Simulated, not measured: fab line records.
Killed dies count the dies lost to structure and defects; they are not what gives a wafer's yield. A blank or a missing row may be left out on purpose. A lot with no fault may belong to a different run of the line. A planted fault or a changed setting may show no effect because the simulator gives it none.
fab line records + flow n5_finfet
[record]
- lots = 12
- wafers = 29
- last_day = 19
route steps=1938 shown BEOL_M7@1263 PASSIVATION@1936
lots with no fault: from the same line, run without faults
start_h: the number of hours between the record's first day and the start of the first shown wafer of the lot + wait_h: time in hours since the lot's previous step + " identical to the entry in the row above + L1.1+2: several wafers, shown together as one row + - no value present, or no start provided + * or withheld: withheld + < > ~ a bound
route shown NAME@n: a module of which the file shows steps, and the number in the route of the first + usual: average and standard deviation across the fault-free wafers + same: alike in all rows + chamber/n: place in a boat + sites: per-site readings + _std_site: how widely they spread, as a standard deviation + _edge_site: outer sites' mean less inner sites' + radius_mm: how far each site lies from the wafer's centre + mask NAME#n: copy n + behind: the most recent tool/chamber to have shaped the wafer + hold: the reason the lot was held/the length of the hold in hours/how it ended + device: whichever transistor did not switch (one of n, p or np) + end of line: at the end of the route, the tests of the same wafers + for a step that has no rows: nothing shown but its recipe + killed: the dies lost at the first sort to structure and to defects; this is not the yield of the wafer + map: the dies of a wafer, with x for killed, . for not killed, _ for no die there
set.NAME: the setting that was run; set.NAME@STEP: the one run at that earlier step + model.NAME: the simulator's own value behind a step, which no gauge read
one table for each step of the route and one row for each wafer, over a sample of lots
services: a tool's chamber out of use, with start hour (start_h, from the record's first day; less than 0 if before it), hours out, and reason
[[steps]]
[step N5_BEOL_M7_ILD_DEP_00]
[recipe]
- material = SiCOH_lowk
- target_thk_a = 1797.5
- temp_c = 300
- precursor = DEMS/porogen
- pressure_torr = 5
- rf_w = 500
- time_s = 33.4
[usual]
- heater_power_w = 318/58
- showerhead_plenum_p_Torr = 5.750/0.01
- susceptor_temp_C = 300.02/0.17
- throttle_valve_pct = 14.1/0.6
| lot.wafer | tool     | chamber | start_h | wait_h | heater_power_w | showerhead_plenum_p_Torr | susceptor_temp_C | throttle_valve_pct |
|-----------|----------|---------|---------|--------|----------------|--------------------------|------------------|--------------------|
| L225.1    | pecvd-02 | 2       | 252.53  | 0.0    | 346            | 5.737                    | 299.97           | 13.3               |
| L225.5    | "        | 2       | "       | "      | 350            | 5.747                    | 299.92           | 13.4               |
| L226.3    | pecvd-01 | 2       | 254.31  | 0.0    | 392            | 5.739                    | 299.98           | 13.5               |
| L226.6    | "        | 1       | "       | "      | 499            | 5.751                    | 300.17           | 15.2               |
| L231.1    | pecvd-03 | 2       | 262.41  | 0.0    | 338            | 5.739                    | 300.14           | 13.5               |
| L231.2    | "        | 1       | "       | "      | 262            | 5.738                    | 300.09           | 13.9               |
| L231.5    | "        | 2       | "       | "      | 335            | 5.770                    | 299.93           | 13.7               |
| L224.1    | pecvd-02 | 0       | 262.58  | 0.0    | 330            | 5.764                    | 299.85           | 13.7               |
| L224.5    | "        | 1       | "       | "      | 261            | 5.733                    | 300.15           | 14.6               |
| L224.6    | "        | 2       | "       | "      | 323            | 5.745                    | 300.17           | 13.4               |
| L228.1    | pecvd-02 | 0       | 272.43  | 0.0    | 351            | 5.748                    | 299.81           | 13.9               |
| L228.3    | "        | 2       | "       | "      | 343            | 5.755                    | 300.09           | 13.4               |
| L228.4    | "        | 1       | "       | "      | 238            | 5.753                    | 299.99           | 15.0               |
| L227.1    | pecvd-02 | 2       | 279.35  | 0.0    | 342            | 5.742                    | 300.08           | 13.3               |
| L227.2    | "        | 0       | "       | "      | 344            | 5.738                    | 299.88           | 13.6               |
| L232.2    | pecvd-02 | 0       | 296.64  | 0.0    | 330            | 5.761                    | 300.17           | 14.2               |
| L232.6    | "        | 0       | "       | "      | 333            | 5.750                    | 300.36           | 13.8               |
| L234.2    | pecvd-03 | 2       | 301.46  | 0.0    | 341            | 5.743                    | 300.34           | 13.5               |
| L234.4    | "        | 1       | "       | "      | 241            | 5.760                    | 299.97           | 13.8               |
| L233.5    | pecvd-03 | 1       | 301.77  | 0.1    | 245            | 5.745                    | 300.29           | 13.9               |
| L233.6    | "        | 0       | "       | "      | 252            | 5.758                    | 299.69           | 14.0               |
| L236.1    | pecvd-02 | 0       | 304.62  | 0.0    | 363            | 5.770                    | 300.52           | 14.1               |
| L236.4    | "        | 2       | "       | "      | 344            | 5.736                    | 299.90           | 13.5               |
| L243.1    | pecvd-02 | 2       | 355.92  | 0.0    | 324            | 5.761                    | 299.92           | 13.3               |
| L243.5    | "        | 1       | "       | "      | 276            | 5.748                    | 299.95           | 14.9               |
| L243.6    | "        | 0       | "       | "      | 314            | 5.750                    | 300.11           | 13.5               |
| L244.3    | pecvd-02 | 0       | 370.69  | 0.0    | 362            | 5.744                    | 299.84           | 14.2               |
| L244.5    | "        | 1       | "       | "      | 268            | 5.759                    | 300.20           | 14.7               |
| L244.6    | "        | 2       | "       | "      | 331            | 5.730                    | 300.23           | 13.4               |
[step N5_BEOL_M7_EXPOSE_08]
[recipe]
- mask_id = M7
- na = 1.35
- source_shape = dipole
- sigma_inner = 0.817
- sigma_outer = 0.97
- polarization = te
- dose_mj = 68.25
[usual]
- exposure_dose_mJ_cm2 = 68.23/0.07
[same]
- sigma_inner = 0.817
| lot.wafer | tool            | chamber | start_h | wait_h | mask | exposure_dose_mJ_cm2 |
|-----------|-----------------|---------|---------|--------|------|----------------------|
| L225.1    | arfi_scanner-03 | 0       | 253.65  | -      | M7#0 | 68.14                |
| L225.5    | "               | 0       | "       | "      | M7#0 | 68.15                |
| L226.3    | arfi_scanner-01 | 0       | 256.29  | -      | M7#0 | 68.22                |
| L226.6    | "               | 0       | "       | "      | M7#0 | 68.22                |
| L231.1    | arfi_scanner-03 | 0       | 263.90  | -      | M7#0 | 68.22                |
| L231.2    | "               | 0       | "       | "      | M7#0 | 68.28                |
| L231.5    | "               | 0       | "       | "      | M7#0 | 68.17                |
| L224.1    | arfi_scanner-01 | 0       | 264.16  | -      | M7#0 | 68.26                |
| L224.5    | "               | 0       | "       | "      | M7#0 | 68.25                |
| L224.6    | "               | 0       | "       | "      | M7#0 | 68.12                |
| L228.1    | arfi_scanner-03 | 0       | 275.38  | -      | M7#0 | 68.20                |
| L228.3    | "               | 0       | "       | "      | M7#0 | 68.25                |
| L228.4    | "               | 0       | "       | "      | M7#0 | 68.34                |
| L227.1    | arfi_scanner-01 | 0       | 281.32  | -      | M7#0 | 68.29                |
| L227.2    | "               | 0       | "       | "      | M7#0 | 68.26                |
| L232.2    | arfi_scanner-03 | 0       | 298.33  | -      | M7#0 | 68.19                |
| L232.6    | "               | 0       | "       | "      | M7#0 | 68.18                |
| L234.2    | arfi_scanner-01 | 0       | 303.89  | -      | M7#0 | 68.19                |
| L234.4    | "               | 0       | "       | "      | M7#0 | 68.17                |
| L233.5    | arfi_scanner-03 | 0       | 304.08  | -      | M7#0 | 68.19                |
| L233.6    | "               | 0       | "       | "      | M7#0 | 68.23                |
| L236.1    | arfi_scanner-03 | 0       | 307.45  | -      | M7#0 | 68.32                |
| L236.4    | "               | 0       | "       | "      | M7#0 | 68.31                |
| L243.1    | arfi_scanner-03 | 0       | 357.50  | -      | M7#0 | 68.34                |
| L243.5    | "               | 0       | "       | "      | M7#0 | 68.39                |
| L243.6    | "               | 0       | "       | "      | M7#0 | 68.45                |
| L244.3    | arfi_scanner-03 | 0       | 372.23  | -      | M7#0 | 68.32                |
| L244.5    | "               | 0       | "       | "      | M7#0 | 68.27                |
| L244.6    | "               | 0       | "       | "      | M7#0 | 68.25                |
[step N5_BEOL_M7_OVL_MEAS_12]
[recipe]
- points_per_wafer = 44
[usual]
- M7_OVL = -0.2/0.8
| lot.wafer | tool       | chamber | start_h | wait_h | M7_OVL[nm] |
|-----------|------------|---------|---------|--------|------------|
| L225.1    | overlay-02 | 0       | 253.81  | 0.0    | 1.4        |
| L225.5    | "          | 0       | "       | "      | -0.5       |
| L226.3    | overlay-02 | 0       | 256.43  | 0.0    | 0.0        |
| L226.6    | "          | 0       | "       | "      | 0.2        |
| L231.1    | overlay-02 | 0       | 264.05  | 0.0    | -0.2       |
| L231.2    | "          | 0       | "       | "      | 0.3        |
| L231.5    | "          | 0       | "       | "      | 0.2        |
| L224.1    | overlay-02 | 0       | 264.32  | 0.0    | -0.7       |
| L224.5    | "          | 0       | "       | "      | -0.9       |
| L224.6    | "          | 0       | "       | "      | 0.1        |
| L228.1    | overlay-02 | 0       | 275.54  | 0.0    | -0.4       |
| L228.3    | "          | 0       | "       | "      | -0.7       |
| L228.4    | "          | 0       | "       | "      | -0.5       |
| L227.1    | overlay-02 | 0       | 281.48  | 0.0    | -1.3       |
| L227.2    | "          | 0       | "       | "      | -2.0       |
| L232.2    | overlay-01 | 0       | 298.48  | 0.0    | 1.1        |
| L232.6    | "          | 0       | "       | "      | 0.8        |
| L234.2    | overlay-02 | 0       | 304.04  | 0.0    | -0.5       |
| L234.4    | "          | 0       | "       | "      | -0.2       |
| L233.5    | overlay-01 | 0       | 304.21  | 0.0    | 1.3        |
| L233.6    | "          | 0       | "       | "      | -0.5       |
| L236.1    | overlay-01 | 0       | 307.61  | 0.0    | 0.9        |
| L236.4    | "          | 0       | "       | "      | -0.6       |
| L243.1    | overlay-01 | 0       | 357.66  | 0.0    | 13.7       |
| L243.5    | "          | 0       | "       | "      | 13.2       |
| L243.6    | "          | 0       | "       | "      | 13.9       |
| L244.3    | overlay-02 | 0       | 372.38  | 0.0    | 14.3       |
| L244.5    | "          | 0       | "       | "      | 15.1       |
| L244.6    | "          | 0       | "       | "      | 15.0       |
[step N5_BEOL_M7_INSPECT_13]
[recipe]
- mode = adi
- inspect_instrument = brightfield
[usual]
- raw_defect_count = 479/99
| lot.wafer | tool              | chamber | start_h | wait_h | raw_defect_count |
|-----------|-------------------|---------|---------|--------|------------------|
| L225.1    | defect_inspect-01 | -       | 253.84  | 0.0    | 441              |
| L225.5    | "                 | -       | "       | "      | 411              |
| L226.3    | defect_inspect-01 | -       | 256.46  | 0.0    | 526              |
| L226.6    | "                 | -       | "       | "      | 497              |
| L231.1    | defect_inspect-02 | -       | 264.08  | 0.0    | 473              |
| L231.2    | "                 | -       | "       | "      | 457              |
| L231.5    | "                 | -       | "       | "      | 406              |
| L224.1    | defect_inspect-01 | -       | 264.34  | 0.0    | 476              |
| L224.5    | "                 | -       | "       | "      | 485              |
| L224.6    | "                 | -       | "       | "      | 476              |
| L228.1    | defect_inspect-02 | -       | 275.56  | 0.0    | 415              |
| L228.3    | "                 | -       | "       | "      | 534              |
| L228.4    | "                 | -       | "       | "      | 638              |
| L227.1    | defect_inspect-01 | -       | 281.50  | 0.0    | 555              |
| L227.2    | "                 | -       | "       | "      | 433              |
| L232.2    | defect_inspect-01 | -       | 298.51  | 0.0    | 412              |
| L232.6    | "                 | -       | "       | "      | 534              |
| L234.2    | defect_inspect-02 | -       | 304.07  | 0.0    | 452              |
| L234.4    | "                 | -       | "       | "      | 416              |
| L233.5    | defect_inspect-02 | -       | 304.24  | 0.0    | 420              |
| L233.6    | "                 | -       | "       | "      | 358              |
| L236.1    | defect_inspect-01 | -       | 307.63  | 0.0    | 467              |
| L236.4    | "                 | -       | "       | "      | 492              |
| L243.1    | defect_inspect-02 | -       | 357.68  | 0.0    | 515              |
| L243.5    | "                 | -       | "       | "      | 552              |
| L243.6    | "                 | -       | "       | "      | 336              |
| L244.3    | defect_inspect-01 | -       | 372.40  | 0.0    | 570              |
| L244.5    | "                 | -       | "       | "      | 505              |
| L244.6    | "                 | -       | "       | "      | 356              |
[step N5_BEOL_M7_DESCUM_16]
[recipe]
- chemistry = O2
- time_s = 7.9
- source_power_w = 50
- bias_power_w = 20
- pressure_mtorr = 20
- rf_frequency_hz = 2.712e+07
- temp_c = 40
- resist = CAR-ArF
- o2_flow_sccm = 225
[usual]
- drypump_motor_current_A = 5.72/0.29
- oes_product_au = 0.78/0.088
- rf_vpp_V = 242.8/1.5
- showerhead_plenum_p_Torr = 2.06/0.06
- throttle_valve_pct = 20.4/0.31
| lot.wafer | tool        | chamber | start_h | wait_h | drypump_motor_current_A | oes_product_au | rf_hours_counter_h | rf_vpp_V | showerhead_plenum_p_Torr | throttle_valve_pct |
|-----------|-------------|---------|---------|--------|-------------------------|----------------|--------------------|----------|--------------------------|--------------------|
| L225.1    | rie_diel-01 | 3       | 253.87  | 0.0    | 5.83                    | 0.88           | 21                 | 245.6    | 2.11                     | 19.8               |
| L225.5    | "           | 1       | "       | "      | 6.13                    | 0.81           | -                  | 243.7    | 2.09                     | 20.3               |
| L226.3    | rie_diel-05 | 0       | 256.76  | 0.3    | 5.78                    | 0.72           | 209                | 242.6    | 2.07                     | 20.5               |
| L226.6    | "           | 0       | "       | "      | 5.79                    | 0.72           | -                  | 242.9    | 2.07                     | 20.5               |
| L231.1    | rie_diel-05 | 0       | 264.11  | 0.0    | 5.79                    | 0.71           | 211                | 244.8    | 2.07                     | 20.5               |
| L231.2    | "           | 3       | "       | "      | 5.76                    | 0.80           | 111                | 241.1    | 2.01                     | 20.0               |
| L231.5    | "           | 2       | "       | "      | 5.66                    | 1.04           | -                  | 241.9    | 2.08                     | 20.6               |
| L224.1    | rie_diel-01 | 1       | 264.38  | 0.0    | 6.11                    | 0.80           | 87                 | 244.8    | 2.09                     | 20.3               |
| L224.5    | "           | 0       | "       | "      | 5.64                    | 0.79           | -                  | 240.3    | 2.04                     | 20.0               |
| L224.6    | "           | 3       | "       | "      | 5.85                    | 0.87           | -                  | 243.9    | 2.10                     | 19.8               |
| L228.1    | rie_diel-06 | 2       | 275.60  | 0.0    | 6.03                    | 0.74           | 148                | 243.2    | 2.03                     | 20.7               |
| L228.3    | "           | 0       | "       | "      | 5.89                    | 0.72           | 172                | 245.6    | 2.15                     | 20.4               |
| L228.4    | "           | 3       | "       | "      | 5.42                    | 0.82           | 73                 | 244.6    | 2.17                     | 20.3               |
| L227.1    | rie_diel-06 | 1       | 281.76  | 0.3    | 6.26                    | 0.71           | 236                | 239.6    | 1.96                     | 20.2               |
| L227.2    | "           | 0       | "       | "      | 5.92                    | 0.72           | 173                | 245.6    | 2.14                     | 20.4               |
| L232.2    | rie_diel-01 | 0       | 298.55  | 0.0    | 5.66                    | 0.79           | 104                | 243.4    | 2.04                     | 20.1               |
| L232.6    | "           | 1       | "       | "      | 6.09                    | 0.81           | -                  | 243.6    | 2.09                     | 20.3               |
| L234.2    | rie_diel-06 | 1       | 304.11  | 0.0    | 6.30                    | 0.70           | 240                | 241.2    | 1.96                     | 20.2               |
| L234.4    | "           | 0       | "       | "      | 5.91                    | 0.72           | 178                | 244.1    | 2.14                     | 20.4               |
| L233.5    | rie_diel-01 | 3       | 304.32  | 0.1    | 5.84                    | 0.86           | -                  | 245.0    | 2.10                     | 19.9               |
| L233.6    | "           | 0       | "       | "      | 5.65                    | 0.79           | -                  | 240.8    | 2.04                     | 20.1               |
| L236.1    | rie_diel-05 | 0       | 308.02  | 0.4    | 5.77                    | 0.71           | 220                | 243.1    | 2.07                     | 20.6               |
| L236.4    | "           | 3       | "       | "      | 5.76                    | 0.79           | 122                | 242.2    | 2.00                     | 20.0               |
| L243.1    | rie_diel-01 | 2       | 357.72  | 0.0    | 5.65                    | 0.95           | 4                  | 244.3    | 2.14                     | 20.3               |
| L243.5    | "           | 0       | "       | "      | 5.66                    | 0.77           | -                  | 242.3    | 2.03                     | 20.1               |
| L243.6    | "           | 3       | "       | "      | 5.84                    | 0.83           | -                  | 244.7    | 2.09                     | 19.9               |
| L244.3    | rie_diel-05 | 0       | 372.54  | 0.1    | 5.81                    | 0.69           | 240                | 242.5    | 2.06                     | 20.6               |
| L244.5    | "           | 2       | "       | "      | 5.64                    | 0.93           | -                  | 241.3    | 2.07                     | 20.7               |
| L244.6    | "           | 1       | "       | "      | 5.16                    | 0.67           | -                  | 242.7    | 1.98                     | 20.8               |
[step N5_PASSIVATION_PROBE_49]
[usual]
- defect_limited_yield = 91.2/1.4
- killed_at_M0_to_M3 = 34/9.3
- killed_at_M4_up = 14/5.9
- killed_at_contacts = 14/5.7
- killed_at_front_end = 38/10
- killed_at_other = 4/3.2
- killed_dies = 104/17
- killed_open = 67/13
- killed_short = 33/6.9
- sort_bin_5_function = 5.2/1
- sort_bin_6_memory = 3.3/0.61
- sort_bin_8_speed = 0.3/1.8
- sort_n_pass = 1069/52
[same]
- gross_dies = 1180
- killed_at_back_side = 0
- sort_bin_4_leakage[%] = 0
| lot.wafer | tool      | chamber | start_h | wait_h | defect_limited_yield[%] | killed_at_M0_to_M3 | killed_at_M4_up | killed_at_contacts | killed_at_front_end | killed_at_other | killed_dies | killed_open | killed_short | sort_bin_5_function[%] | sort_bin_6_memory[%] | sort_bin_8_speed[%] | sort_n_pass |
|-----------|-----------|---------|---------|--------|-------------------------|--------------------|-----------------|--------------------|---------------------|-----------------|-------------|-------------|--------------|------------------------|----------------------|---------------------|-------------|
| L233.5    | prober-02 | -       | 385.33  | 0.2    | 92.2                    | 26                 | 14              | 15                 | 30                  | 7               | 92          | 56          | 29           | 4.2                    | 3.1                  | 0                   | 1088        |
| L233.6    | prober-02 | -       | 385.38  | 0.3    | 91.7                    | 36                 | 13              | 17                 | 29                  | 3               | 98          | 65          | 28           | 4.6                    | 3.6                  | 0                   | 1082        |
// killed by level:class
L233.5 MOL_CONTACT_COAG:geometric_particle:open=14 STARTING-WAFER:geometric_particle:open=7 BEOL_M0_SAQP:geometric_particle:open=5 BEOL_M0_SAQP:geometric_particle:short=5 BEOL_M2:geometric_particle:open=5 SDB:area_etch=5 DUMMY_GATE:geometric_particle:open=4 BEOL_M3:geometric_particle:open=4
L233.6 MOL_CONTACT_COAG:geometric_particle:open=12 BEOL_M3:geometric_particle:open=9 BEOL_M0_SAQP:geometric_particle:short=8 BEOL_M2:geometric_particle:open=8 FIN_SAQP:geometric_particle:open=7 GATE_CUT:geometric_particle:open=5 MOL_CONTACT_COAG:geometric_particle:short=5 BEOL_M1:geometric_particle:open=4
[[services]]
| tool            | chamber | start_h | hours | kind           |
|-----------------|---------|---------|-------|----------------|
| rie_diel-01     | 3       | 231.16  | 2.1   | repair         |
| arfi_scanner-03 | -       | 235.41  | 0.8   | pm             |
| pecvd-02        | -       | 243.26  | 0.3   | repair         |
| rie_diel-01     | 1       | 243.55  | 4.0   | repair         |
| pecvd-03        | -       | 246.62  | 0.8   | repair         |
| arfi_scanner-01 | -       | 271.72  | 3.9   | pm             |
| arfi_scanner-03 | -       | 281.05  | 1.3   | pm             |
| rie_diel-05     | 2       | 283.64  | 2.9   | repair         |
| rie_diel-05     | 2       | 290.80  | 7.5   | repair         |
| pecvd-02        | 0       | 305.05  | 5.5   | scheduled_down |
| arfi_scanner-03 | 0       | 306.76  | -     | calibration    |
| arfi_scanner-01 | -       | 309.75  | 1.0   | pm             |
| arfi_scanner-03 | -       | 311.08  | 1.0   | pm             |
| arfi_scanner-01 | -       | 320.09  | 0.5   | repair         |
| rie_diel-01     | 2       | 321.42  | -     | clean          |
| arfi_scanner-01 | -       | 326.64  | 1.3   | pm             |
| rie_diel-05     | 2       | 344.91  | 8.1   | repair         |
| arfi_scanner-01 | -       | 349.95  | 3.1   | pm             |
| rie_diel-01     | 1       | 352.91  | 9.1   | repair         |
| arfi_scanner-01 | -       | 353.07  | 4.8   | pm             |
| pecvd-01        | 1       | 355.77  | 5.0   | repair         |
| rie_diel-01     | 0       | 360.33  | 9.2   | repair         |
| arfi_scanner-01 | -       | 363.67  | 1.0   | pm             |
| arfi_scanner-01 | -       | 372.06  | 0.8   | pm             |
[[key]]
[first_sign]
- step = N5_BEOL_M7_OVL_MEAS_12
- reading = M7_OVL
- direction = up
- sigmas = 18
- usual = -0.2
- struck = 14.2
effect none on later readings
met_at N5_BEOL_M7_EXPOSE_08
struck_lots L243,L244
not_acting_at N5_BEOL_M7_ILD_DEP_00,N5_BEOL_M7_INSPECT_13,N5_BEOL_M7_DESCUM_16
onset_between 307.45 357.50
also_fits time
[fault]
- kind = scanner_matching_overlay
- tool = arfi_scanner-03
- chamber = -
- onset_h = 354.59
- steps = N5_BEOL_M7_EXPOSE_08
- offset = 14.865
